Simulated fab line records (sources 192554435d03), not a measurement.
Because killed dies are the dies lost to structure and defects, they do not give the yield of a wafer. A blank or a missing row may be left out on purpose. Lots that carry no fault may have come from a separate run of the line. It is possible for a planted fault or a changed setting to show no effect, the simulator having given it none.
Which of the tools did it? / flow n5-finfet / 10 lots, 30 wafers sampled, at 2 steps of a route of 1938

## WHAT THE GAUGES READ, wafer by wafer
N5_BEOL_M7_CD_MEAS_28 targets a cd of 40 nm.
lot=L785; measured=day 9 18:42; on=cd-sem-01; cd-nm (nm)=39.87 40.12 39.48
lot=L788; measured=day 10 13:40; on=cd-sem-02; cd-nm (nm)=39.98 39.90 40.13
lot=L792; measured=day 11 15:40; on=cd-sem-01; cd-nm (nm)=40.10 40.04 39.85
lot=L789; measured=day 11 19:28; on=cd-sem-02; cd-nm (nm)=39.95 40.18 40.01
lot=L797; measured=day 13 04:40; on=cd-sem-02; cd-nm (nm)=40.34 40.06 39.43
lot=L802; measured=day 13 20:11; on=cd-sem-02; cd-nm (nm)=39.96 40.02 39.99
lot=L801; measured=day 13 23:04; on=cd-sem-02; cd-nm (nm)=39.72 39.44 39.84
lot=L804; measured=day 14 18:33; on=cd-sem-01; cd-nm (nm)=40.08 40.33 40.18
lot=L805; measured=day 15 03:41; on=cd-sem-02; cd-nm (nm)=39.74 40.55 40.15
lot=L807; measured=day 15 06:07; on=cd-sem-03; cd-nm (nm)=39.93 40.18 40.03

N5_BEOL_M7_OVL_MEAS_29.
lot=L785; measured=day 9 18:44; on=overlay-02; V6_OVL (nm)=-0.8 -1.0 -0.6
lot=L788; measured=day 10 13:42; on=overlay-01; V6_OVL (nm)=-0.5 0.1 -0.5
lot=L792; measured=day 11 15:43; on=overlay-01; V6_OVL (nm)=-0.6 -1.2 -0.7
lot=L789; measured=day 11 19:30; on=overlay-01; V6_OVL (nm)=0.5 -0.4 -0.5
lot=L797; measured=day 13 04:42; on=overlay-01; V6_OVL (nm)=-1.1 -0.8 -1.0
lot=L802; measured=day 13 20:14; on=overlay-01; V6_OVL (nm)=0.1 -0.1 -0.7
lot=L801; measured=day 13 23:06; on=overlay-01; V6_OVL (nm)=-0.8 -0.3 -1.4
lot=L804; measured=day 14 18:35; on=overlay-01; V6_OVL (nm)=-0.8 -1.3 -0.5
lot=L805; measured=day 15 03:43; on=overlay-02; V6_OVL (nm)=0.4 0.7 -1.2
lot=L807; measured=day 15 06:10; on=overlay-02; V6_OVL (nm)=-1.3 -1.1 -1.4

## TOOL THAT RAN EACH LOT (tool first, then ch and the chambers of the sampled wafers, then the start)
The record shows no process step preceding these readings.

## AS READ BY THE TOOLS THEMSELVES (means over the sampled wafers that have a number; for cases with no such wafer, the mark the record gives instead)
The record holds no such reading with a usual standard deviation.

## THE ANSWER, worked out from the rows above alone
Rule: the usual values come from the lots themselves. Put in order of their means at a reading, lots are off if they are a third of the lots or fewer, leave a main group of 4 or more, and stand apart from it by a gap of 3 or more times the standard deviation of the main group's means; of several such gaps the widest counts. If all means in a main group match to the digits the tables above print for the reading, that group is not used. Also off: a lot with no number at a reading for which 4 or more lots have one. All remaining lots with rows at the step are treated as sound. Order of review: gauges by route order, followed by the tools' own readings, for which a lot's mean as printed above is used. At the first step where some lot is off, the reading lying furthest off is the one used; lots without a number count as furthest.
No lot is off on any of the readings shown, so nothing can be concluded from this.

## WHAT THE SIMULATOR HAD INSERTED
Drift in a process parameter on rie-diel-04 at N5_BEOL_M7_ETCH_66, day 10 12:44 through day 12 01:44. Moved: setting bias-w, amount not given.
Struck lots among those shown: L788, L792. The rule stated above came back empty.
